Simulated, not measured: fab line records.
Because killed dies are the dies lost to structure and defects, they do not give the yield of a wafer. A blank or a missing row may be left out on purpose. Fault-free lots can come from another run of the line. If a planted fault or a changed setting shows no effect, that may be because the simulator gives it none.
The tool behind it: which one? | flow nandHarc | 12 lots with 36 wafers sampled at 2 steps, on a route of 1159 steps

== WHAT THE GAUGES READ, wafer by wafer ==
NHARC_A_CONTACT_CD_MEAS_53.
lot  | measured     | on       | cdNm (nm)
L075 | day 17 12:27 | cdSem-02 | 188.9 188.5 187.9
L078 | day 18 06:05 | cdSem-01 | 190.4 189.6 190.1
L079 | day 18 21:44 | cdSem-02 | 189.9 190.4 190.8
L081 | day 19 04:13 | cdSem-02 | 189.3 189.6 189.9
L082 | day 19 07:26 | cdSem-03 | 190.8 189.8 190.6
L085 | day 20 18:48 | cdSem-02 | 190.5 190.0 189.8
L091 | day 21 00:26 | cdSem-03 | 190.2 189.9 189.2
L089 | day 21 18:57 | cdSem-03 | 189.4 190.1 189.3
L090 | day 22 05:07 | cdSem-03 | 188.7 188.7 189.0
L094 | day 22 10:23 | cdSem-01 | 189.4 189.8 189.9
L086 | day 22 12:34 | cdSem-01 | 189.1 189.5 190.1
L097 | day 23 01:02 | cdSem-01 | 189.5 189.5 189.6

== TOOL THAT RAN EACH LOT (tool first, then ch and the chambers of the sampled wafers, then the start) ==
lot  | NHARC_A_CONTACT_ETCH_120
L075 | harCapEtch-02 ch 0,1, day 17 11:05
L078 | harCapEtch-03 ch 0,1, day 18 05:00
L079 | harCapEtch-03 ch 0,1, day 18 20:38
L081 | harCapEtch-02 ch 0,1, day 19 02:50
L082 | harCapEtch-02 ch 0, day 19 06:08
L085 | harCapEtch-03 ch 0,1, day 20 17:44
L091 | harCapEtch-03 ch 0,1, day 20 23:10
L089 | harCapEtch-01 ch 0,1, day 21 17:51
L090 | harCapEtch-02 ch 0,1, day 22 03:50
L094 | harCapEtch-02 ch 0,1, day 22 08:56
L086 | harCapEtch-03 ch 0,1, day 22 11:28
L097 | harCapEtch-02 ch 0,1, day 22 23:34
- NHARC_A_CONTACT_ETCH_120: etches the open film in C4F8/O2/Ar, time 94 s, target depth 922 nm.

== THE ANSWER, worked out from the rows above alone ==
Rule: what is usual is taken from the lots themselves. The widest of any qualifying gaps counts: lots, ordered by their means at a reading, are off when they make up no more than a third of the lots, leave a main group of 4 or more, and stand apart from it by 3 or more times the standard deviation of that group's means. If all means in a main group match to the digits the tables above print for the reading, that group is not used. Also off: a lot with no number at a reading for which 4 or more lots have one. Any other lot the step has rows for is counted as sound.
None of the lots is off at any reading shown; this tells nothing.

== WHAT WAS PUT IN BY THE SIMULATOR ==
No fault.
